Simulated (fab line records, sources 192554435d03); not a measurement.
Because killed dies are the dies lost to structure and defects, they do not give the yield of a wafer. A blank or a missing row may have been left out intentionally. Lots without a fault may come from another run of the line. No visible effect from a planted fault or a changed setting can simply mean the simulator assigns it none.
Matching of chambers ; flow n5Finfet ; 4 sister chambers for N5_MOL_CONTACT_COAG_VIA_ETCH_117 on rieDiel-06
The step etches SiO2 in C4F6/O2, target depth 40 nm, overetch 8 nm, time 26 s. 16 wafers are shown with their chamber, then 8 later ones without.

## WAFERS, EACH WITH ITS CHAMBER
wafer;chamber;drypumpMotorCurrentA (A);throttleValvePct (%);rfVppV (V)
L080.1;2;6.1;41.03;1583
L080.4;0;5.8;40.78;1580
L080.6;3;5.0;41.07;1570
L082.2;1;5.3;41.06;1589
L082.3;2;6.0;41.04;1583
L082.6;2;6.1;41.03;1583
L086.2;3;5.0;41.06;1570
L086.3;2;6.1;41.04;1583
L086.5;3;5.0;41.08;1570
L087.2;2;6.1;41.03;1583
L087.3;3;5.0;41.07;1569
L087.6;3;4.9;41.09;1569
L090.2;2;6.1;41.04;1583
L090.5;3;5.0;41.09;1570
L090.6;0;5.8;40.81;1577
L093.3;1;5.3;41.04;1587

SIGNATURES, as means of the wafers listed above
reading;chamber 0;chamber 1;chamber 2;chamber 3;scatter within a chamber
drypumpMotorCurrentA;5.800;5.300;6.083;4.983;0.0373
throttleValvePct;40.7950;41.0500;41.0350;41.0767;0.0113
rfVppV;1578.50;1588.00;1583.00;1569.67;0.808
Rule: distance of a wafer from a chamber = root of the sum over the readings of ((wafer's reading minus chamber's mean) / reading's scatter) squared. The wafer belongs to the nearest chamber; if the next one is less than 2 further off, it can't be placed. The scatter: take each reading less its chamber's mean, square it, sum over the shown wafers, divide by the number of wafers less the number of chambers, and take the root.

## WAFERS WHOSE CHAMBER IS MISSING
wafer;drypumpMotorCurrentA (A);throttleValvePct (%);rfVppV (V)
L093.4;6.1;41.05;1581
L093.6;6.1;41.06;1584
L094.1;6.1;41.06;1581
L094.2;5.0;41.11;1568
L094.6;5.8;40.81;1578
L097.1;5.3;41.07;1587
L097.2;6.1;41.06;1583
L097.5;6.1;41.07;1582

## CHAMBER TAKEN BY EACH
wafer;from the rows above;in truth
L093.4;2;2
L093.6;2;2
L094.1;2;2
L094.2;3;3
L094.6;0;0
L097.1;1;1
L097.2;2;2
L097.5;2;2
Placed correctly: 8 of 8. Not placeable from these rows: 0. Number placed wrongly: 0.
